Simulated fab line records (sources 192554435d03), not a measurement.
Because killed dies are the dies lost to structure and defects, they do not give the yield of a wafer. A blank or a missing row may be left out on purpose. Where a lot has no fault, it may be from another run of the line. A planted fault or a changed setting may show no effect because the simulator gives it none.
The same fault as seen by 2 desks	flow n5_finfet	numbers are kept per desk, each desk with only its own; the story behind them comes last

AT THE TOOL OWNER'S DESK: ald_metal-04
The tool's own readings at N5_MOL_CONTACT_COAG_ALD_20 (deposits TiN, target thk 1.5 nm, pulse time 1 s, purge time 3 s): means of the sampled wafers that have a number, for each lot that ran on this tool. Any lot whose mean is over 4 standard deviations away from the usual mean is out of limits and marked OUT; that distance is given in the brackets.
Columns: A = heater_power_w at N5_MOL_CONTACT_COAG_ALD_20, usual 891 W; B = precursor_pulse_height_rel at N5_MOL_CONTACT_COAG_ALD_20, usual 1.000
lot	first seen here	A	B
L233	day 7 22:15	908	1.009
L234	day 8 04:28	909	0.999
This desk's finding: nothing out of limits on any of the 2 lots.

METROLOGY DESK
Lot by lot, what the gauges showed, no matter which tool ran the lot: averages of those sampled wafers that carry a number. Any lot whose mean is over 4 standard deviations away from the usual mean is out of limits and marked OUT; that distance is given in the brackets.
Columns: A = cd_nm at N5_MOL_CONTACT_COAG_CD_MEAS_99, usual 17.0 nm; B = MD_CAP_THK at N5_MOL_CONTACT_COAG_THK_MEAS_29, usual 17.90 nm; C = cd_nm at N5_MOL_CONTACT_COAG_CD_MEAS_84, usual 25.10 nm
lot	first seen here	A	B	C
L223	day 5 14:38	16.4	17.93	25.10
L225	day 5 22:19	16.9	17.86	25.30
L233	day 7 20:32	17.0	17.89	25.19
L234	day 8 03:50	17.4	17.87	24.69
L239	day 9 08:25	17.1	17.84	24.82
This desk's finding: nothing out of limits on any of the 5 lots.

BROUGHT TOGETHER
Nothing out of limits was seen by the tool owner's desk.
At the metrology desk, nothing out of limits was observed.

WHAT THE SIMULATOR HAD PUT IN
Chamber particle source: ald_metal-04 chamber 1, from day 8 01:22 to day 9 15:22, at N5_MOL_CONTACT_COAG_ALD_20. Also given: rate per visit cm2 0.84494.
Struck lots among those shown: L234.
